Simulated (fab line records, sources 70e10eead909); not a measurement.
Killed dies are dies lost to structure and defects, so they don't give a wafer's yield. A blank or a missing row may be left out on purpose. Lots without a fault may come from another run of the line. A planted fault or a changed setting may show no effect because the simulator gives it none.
A struck lot beside a sound one | flow nand_harc | 15 steps out of a route of 1159
Sound: wafers L831.2, L831.3, L831.4. Struck: wafers L843.2, L843.3, L843.5. The cause comes at the end.
At each step with rows: each side's tool, then ch and its chambers, then its first start. Under that, the readings that differ: sound wafers | struck wafers | difference of the means | sigmas: that difference in standard deviations of wafers without a fault.
alike: readings whose means differ by less than 2 such deviations, and words and numbers that are the same on both sides. not compared: withheld readings, readings that some wafer has no value for, bounds like >300 that may hide the same value, and numbers for which the record gives no deviation and whose values overlap.
The two part at a step that has a row with sigmas, a row that says differs or no value, or rows on one side only. Numbers that don't overlap but have no deviation are shown without sigmas and don't part them. A reading that every wafer of one side lacks parts them only if that side has two wafers or more.

first, 1 step without rows for these wafers: NHARC_P_GATE_STRIP_96 (strips in SPM, time 900 s).
NHARC_P_GATE_RTA_64: time 1 s.
  sound on rtp_anneal-02 ch 0, day 6 02:11; struck on rtp_anneal-01 ch 0, day 9 09:02
  alike: lamp_power_pct, lamp_zone_6_pct, wafer_temp_C_max
then, 1 step without rows for these wafers: NHARC_P_GATE_ETCH_77 (etches SiO2 in dHF, target depth 6 nm).
NHARC_P_GATE_DEGAS_109: time 60 s.
  sound on pvd_sputter-03, day 6 02:36; struck on pvd_sputter-02, day 9 09:18
  alike: heater_power_w
then, 3 steps without rows for these wafers: NHARC_P_GATE_PRE_CLEAN_110 (time 30 s); NHARC_P_GATE_SPUTTER_78 (material Ni, target thk 10 nm); NHARC_P_GATE_SPUTTER_79 (material TiN, target thk 10 nm).
NHARC_P_GATE_RTA_80: time 30 s.
  sound on rtp_anneal-02 ch 0, day 6 02:57; struck on rtp_anneal-01 ch 0, day 9 09:38
  reading            | sound          | struck         | difference | sigmas
  lamp_power_pct (%) | 2.08 2.08 2.08 | 2.26 2.26 2.26 | +0.18      | +2
  alike: lamp_zone_6_pct, wafer_temp_C_max
then, 1 step without rows for these wafers: NHARC_P_GATE_STRIP_67 (strips in SPM, time 600 s).
NHARC_P_GATE_RTA_82: time 30 s.
  sound on rtp_anneal-02 ch 0, day 6 03:35; struck on rtp_anneal-02 ch 0, day 9 10:05
  alike: lamp_power_pct, lamp_zone_6_pct, wafer_temp_C_max
NHARC_P_GATE_INSPECT_68:
  sound on defect_inspect-02, day 6 03:53; struck on defect_inspect-02, day 9 10:16
  alike: raw_defect_count
then, 1 step without rows for these wafers: NHARC_P_CONTACT_DEP_30 (deposits SiNx, target thk 30 nm).
NHARC_P_CONTACT_DEP_00: deposits SiO2, target thk 500 nm.
  sound on pecvd-01 ch 1,2, day 6 04:38; struck on pecvd-01 ch 0,1,2, day 9 10:36
  reading              | sound             | struck               | difference | sigmas
  rf_fwd_power_W (W)   | 895.8 899.2 897.5 | 1262.8 1261.3 1255.4 | +362.3     | +99 or more
  showerhead_vpp_V (V) | 1940 1726 1916    | 2295 2034 2032       | +260       | +3
  alike: heater_power_w, throttle_valve_pct
NHARC_P_CONTACT_CMP_01: polishes SiO2, target thk 200 nm.
  sound on cmp-01 ch 1,2,3, day 6 05:07; struck on cmp-01 ch 0,3, day 9 11:04
  alike: motor_current_A
-- the record jumps here: 15 days lie between the struck wafers' starts before and after (it left off in module P_CONTACT and takes up again in module END, whose first step shown is number 1159 of the route) --
NHARC_END_SORT_01:
  sound on prober-02 ch 0, day 19 13:09; struck on prober-02 ch 0, day 23 23:13
  reading         | sound    | struck   | difference | sigmas
  killed_at_array | 17 11 18 | 40 38 35 | +22        | +2
  alike: killed_at_other, killed_at_periphery, killed_dies, killed_open, killed_short

WHERE THEY PART
First at NHARC_P_GATE_RTA_80; last, within this record, at NHARC_END_SORT_01.

WHY: what the simulator had put in
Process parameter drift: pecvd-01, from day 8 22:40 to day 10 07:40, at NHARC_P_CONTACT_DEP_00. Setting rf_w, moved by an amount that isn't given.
